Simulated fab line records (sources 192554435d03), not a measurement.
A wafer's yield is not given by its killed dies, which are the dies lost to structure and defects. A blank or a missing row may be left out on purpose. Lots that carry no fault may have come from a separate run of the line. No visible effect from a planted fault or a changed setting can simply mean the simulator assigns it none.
Matching of chambers + flow n5_finfet + ald_hk-02 running N5_HKMG_FIN_ALD_74: 4 sister chambers
The step deposits La2O3, target thk 0.5 nm, pulse time 6 s, co reactant pulse time 1 s. 14 wafers are shown with their chamber, then 7 later ones without.

== EACH WAFER AND ITS CHAMBER ==
| wafer  | chamber | heater_power_w (W) | precursor_pulse_height_rel |
|--------|---------|--------------------|----------------------------|
| L075.2 | 3       | 344                | 1.011                      |
| L075.5 | 2       | 323                | 0.970                      |
| L075.6 | 3       | 335                | 1.017                      |
| L077.1 | 3       | 344                | 1.008                      |
| L077.3 | 2       | 335                | 1.005                      |
| L077.6 | 2       | 326                | 0.991                      |
| L082.2 | 0       | 424                | 1.011                      |
| L082.3 | 2       | 328                | 1.015                      |
| L082.6 | 1       | 335                | 0.977                      |
| L085.1 | 0       | 427                | 0.966                      |
| L085.4 | 3       | 336                | 0.936                      |
| L085.6 | 2       | 324                | 0.980                      |
| L089.2 | 3       | 344                | 1.014                      |
| L089.3 | 0       | 429                | 1.026                      |

SIGNATURES (means of the wafers above)
| reading                    | chamber 0 | chamber 1 | chamber 2 | chamber 3 | scatter within a chamber |
|----------------------------|-----------|-----------|-----------|-----------|--------------------------|
| heater_power_w             | 426.67    | 335.00    | 327.20    | 340.60    | 4.37                     |
| precursor_pulse_height_rel | 1.00100   | 0.97700   | 0.99220   | 0.99720   | 0.0283                   |
Rule: for a wafer and a chamber, the distance is found by dividing, reading by reading, the gap between the wafer's reading and the chamber's mean by the reading's scatter, squaring, summing and taking the root. The wafer belongs to the nearest chamber; if the next one is less than 2 further off, it can't be placed. How the scatter is found: for the shown wafers, subtract from each reading the mean of its chamber, square and add these, divide the total by (wafers less chambers), then take the root.

== WAFERS MISSING THEIR CHAMBER ==
| wafer  | heater_power_w (W) | precursor_pulse_height_rel |
|--------|--------------------|----------------------------|
| L089.6 | 319                | 0.980                      |
| L092.2 | 330                | 1.013                      |
| L092.4 | 332                | 1.000                      |
| L092.6 | 332                | 0.992                      |
| L094.2 | 349                | 1.001                      |
| L094.3 | 429                | 0.994                      |
| L094.5 | 349                | 0.986                      |

== WHICH CHAMBER EACH WENT THROUGH ==
| wafer  | from the rows above          | in truth |
|--------|------------------------------|----------|
| L089.6 | can't be placed: 2 or 1      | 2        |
| L092.2 | can't be placed: 2 or 1 or 3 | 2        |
| L092.4 | can't be placed: 1 or 2 or 3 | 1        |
| L092.6 | can't be placed: 1 or 2 or 3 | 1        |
| L094.2 | can't be placed: 3 or 1      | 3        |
| L094.3 | 0                            | 0        |
| L094.5 | can't be placed: 3 or 1      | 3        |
Placed correctly: 1 of 7. These rows do not allow placing 6 (true chamber among the candidates in 6). Wrongly placed: 0.
